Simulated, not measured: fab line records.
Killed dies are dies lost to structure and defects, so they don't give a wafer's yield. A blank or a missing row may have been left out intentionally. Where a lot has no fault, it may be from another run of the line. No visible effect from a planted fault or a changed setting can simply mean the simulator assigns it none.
Matching of chambers    flow n5Finfet    rieDiel-04 running N5_MOL_CONTACT_COAG_ETCH_105: 4 sister chambers
The step etches SiARC in CF4, target depth 15.6 nm, time 26 s. 27 wafers are shown with their chamber, then 12 later ones without.

== WAFERS WITH THEIR CHAMBER ==
wafer   chamber  drypumpMotorCurrentA (A)  throttleValvePct (%)  etchRfOnTimeS (s)
L074.4  1        6.4                       15.77                 26.5
L074.5  2        5.8                       15.37                 26.2
L074.6  3        5.8                       15.45                 25.8
L075.2  1        6.4                       15.78                 26.5
L075.4  0        5.7                       15.73                 26.6
L075.6  0        5.8                       15.71                 26.5
L076.1  2        5.8                       15.38                 25.9
L076.2  3        5.8                       15.47                 25.3
L076.5  3        5.8                       15.47                 25.4
L079.1  1        6.4                       15.80                 27.1
L079.2  3        5.8                       15.48                 25.8
L079.6  3        5.8                       15.48                 25.8
L080.1  2        5.7                       15.40                 26.2
L080.3  3        5.8                       15.50                 25.7
L080.6  2        5.7                       15.41                 26.3
L081.3  1        6.4                       15.81                 26.8
L081.4  3        5.8                       15.50                 25.9
L081.5  1        6.4                       15.81                 26.6
L082.2  3        5.8                       15.50                 25.6
L082.3  2        5.8                       15.40                 25.9
L082.5  2        5.8                       15.42                 25.9
L088.1  3        5.8                       15.54                 25.4
L088.2  0        5.7                       15.30                 25.7
L088.5  3        5.8                       15.52                 25.5
L090.2  0        5.7                       15.30                 26.2
L090.3  3        5.8                       15.55                 25.8
L090.4  0        5.7                       15.30                 26.1

SIGNATURES (averages over the wafers above)
reading               chamber 0  chamber 1  chamber 2  chamber 3  scatter within a chamber
drypumpMotorCurrentA  5.720      6.400      5.767      5.800      0.0305
throttleValvePct      15.4680    15.7940    15.3967    15.4964    0.0988
etchRfOnTimeS         26.220     26.700     26.067     25.636     0.244
Rule: for each reading, subtract the chamber's mean from the wafer's reading, divide by that reading's scatter and square the result; add these up over the readings and take the root, which gives the wafer's distance from the chamber. The wafer belongs to the nearest chamber; if the next one is less than 2 further off, it can't be placed. How the scatter is found: for the shown wafers, subtract from each reading the mean of its chamber, square and add these, divide the total by (wafers less chambers), then take the root.

== WAFERS WITHOUT THEIR CHAMBER ==
wafer   drypumpMotorCurrentA (A)  throttleValvePct (%)  etchRfOnTimeS (s)
L091.3  5.8                       15.56                 25.7
L091.5  5.7                       15.29                 25.6
L091.6  5.8                       15.45                 25.8
L092.2  5.7                       15.47                 26.1
L092.5  5.8                       15.54                 25.8
L092.6  5.7                       15.31                 25.5
L094.1  5.8                       15.49                 26.4
L094.5  5.7                       15.32                 26.0
L094.6  5.8                       15.57                 26.0
L096.1  5.8                       15.48                 26.5
L096.3  5.8                       15.58                 25.6
L096.5  5.7                       15.32                 25.8

== EACH ONE'S CHAMBER ==
wafer   from the rows above           in truth
L091.3  can't be placed: 3 or 2       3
L091.5  can't be placed: 2 or 0 or 3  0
L091.6  can't be placed: 3 or 2       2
L092.2  can't be placed: 0 or 2       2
L092.5  can't be placed: 3 or 2       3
L092.6  can't be placed: 2 or 0 or 3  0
L094.1  can't be placed: 2 or 0 or 3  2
L094.5  can't be placed: 0 or 2       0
L094.6  can't be placed: 3 or 2 or 0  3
L096.1  can't be placed: 2 or 0 or 3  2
L096.3  3                             3
L096.5  can't be placed: 0 or 2 or 3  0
Correctly placed: 1 of 12. Not placeable from these rows: 11 (in 11, the candidates include the true chamber). 0 placed wrongly.
